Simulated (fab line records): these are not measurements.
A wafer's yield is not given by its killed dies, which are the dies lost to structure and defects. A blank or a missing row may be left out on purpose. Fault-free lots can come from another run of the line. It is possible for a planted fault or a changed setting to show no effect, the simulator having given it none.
Comparing a struck lot with a sound one + flow nand-harc + 15 out of 1302 route steps
Sound: these wafers, L673.1, L673.4, L673.6. Struck: wafers L690.1, L690.2. (L690.3 of the same lot was not struck and is left out.) The cause comes at the end.
Per side, at each step with rows, come the tool, then ch with its chambers, and then its first start. Under that, the readings that differ: sound wafers + struck wafers + difference of the means + sigmas: that difference in standard deviations of wafers without a fault.
alike: readings with means less than 2 such deviations apart, plus words and numbers identical on both sides. not compared: withheld readings, readings lacking a value on some wafer, bounds such as >300 that could conceal the same value, and numbers that have no deviation in the record and whose values overlap.
The two part at a step that has a row with sigmas, a row that says differs or no value, or rows on one side only. Non-overlapping numbers with no deviation appear without sigmas and do not part them. A reading missing from all wafers of one side parts the sides only when that side holds two or more wafers.

first, 8 steps without rows for these wafers: NHARC_A_CONTACT_COAT_34 (time 75 s); NHARC_A_CONTACT_COAT_35 (time 65 s); NHARC_A_CONTACT_COAT_36 (resist thk 90 nm); NHARC_A_CONTACT_SOFTBAKE_37 (time 55 s); NHARC_A_CONTACT_EBR_38; NHARC_A_CONTACT_EXPOSE_39 (exposes mask A CC 3); NHARC_A_CONTACT_PEB_40 (peb time 65 s); NHARC_A_CONTACT_DEVELOP_41 (develop time 35 s).
NHARC_A_CONTACT_CD_MEAS_42: target cd 300 nm.
  sound on cd-sem-03 ch 0, day 22 10:22; struck on cd-sem-02 ch 0, day 30 05:39
  alike: cd-nm
NHARC_A_CONTACT_OVL_MEAS_43:
  sound on overlay-02 at day 22 10:28; struck on overlay-01 at day 30 05:44
| reading           | sound       | struck    | difference | sigmas |
|-------------------|-------------|-----------|------------|--------|
| overlay-y-nm (nm) | 0.2 0.5 0.2 | -2.0 -1.8 | -2.2       | -2     |
  alike: overlay-x-nm
NHARC_A_CONTACT_INSPECT_44:
  sound on defect-inspect-02 at day 22 10:29; struck on defect-inspect-01 at day 30 05:46
  alike: raw-defect-count
NHARC_A_CONTACT_DESCUM_47: chemistry O2, time 3 s.
  sound on rie-diel-09 ch 0,1,3, day 22 10:34; struck on rie-diel-03 ch 1,2, day 30 05:50
| reading               | sound             | struck      | difference | sigmas |
|-----------------------|-------------------|-------------|------------|--------|
| oes-product-au (a.u.) | 1.002 1.031 1.014 | 1.003 0.979 | -0.025     | -2     |
  alike: drypump-motor-current-A, o2-flow-sccm, rf-vpp-V, showerhead-plenum-p-Torr, throttle-valve-pct
  not compared: rf-hours-counter-h
NHARC_A_CONTACT_ETCH_48: etches the open film in CF4, target depth 39 nm, time 65 s.
  sound on rie-diel-09 ch 1,2,3, day 22 10:38; struck on rie-diel-03 ch 0,3, day 30 05:55
| reading               | sound             | struck      | difference | sigmas |
|-----------------------|-------------------|-------------|------------|--------|
| oes-product-au (a.u.) | 1.032 0.990 1.011 | 0.822 0.826 | -0.187     | -17    |
  alike: cf4-flow-sccm, drypump-motor-current-A, rf-vpp-V, showerhead-plenum-p-Torr, throttle-valve-pct
  not compared: rf-hours-counter-h
NHARC_A_CONTACT_ETCH_49: etches the open film in N2/H2, target depth 260 nm, time 475.3 s.
  sound: rie-diel-09 ch 2,3; struck: rie-diel-03 ch 1,2
  alike: drypump-motor-current-A, oes-product-au, rf-vpp-V, showerhead-plenum-p-Torr, throttle-valve-pct
  not compared: rf-hours-counter-h
-- break in the record here, with 3 days between the starts of the struck wafers on either side (left off in module A_CONTACT, picked up again in module END, where the first step shown is number 1302 on the route) --
NHARC_END_SORT_01:
  the record has rows for the struck wafers here (prober-02 ch 0, day 33 09:20) and none for the sound ones

WHERE THEY PART
First at NHARC_A_CONTACT_OVL_MEAS_43; last, within this record, at NHARC_END_SORT_01.

WHY: what had been put in by the simulator
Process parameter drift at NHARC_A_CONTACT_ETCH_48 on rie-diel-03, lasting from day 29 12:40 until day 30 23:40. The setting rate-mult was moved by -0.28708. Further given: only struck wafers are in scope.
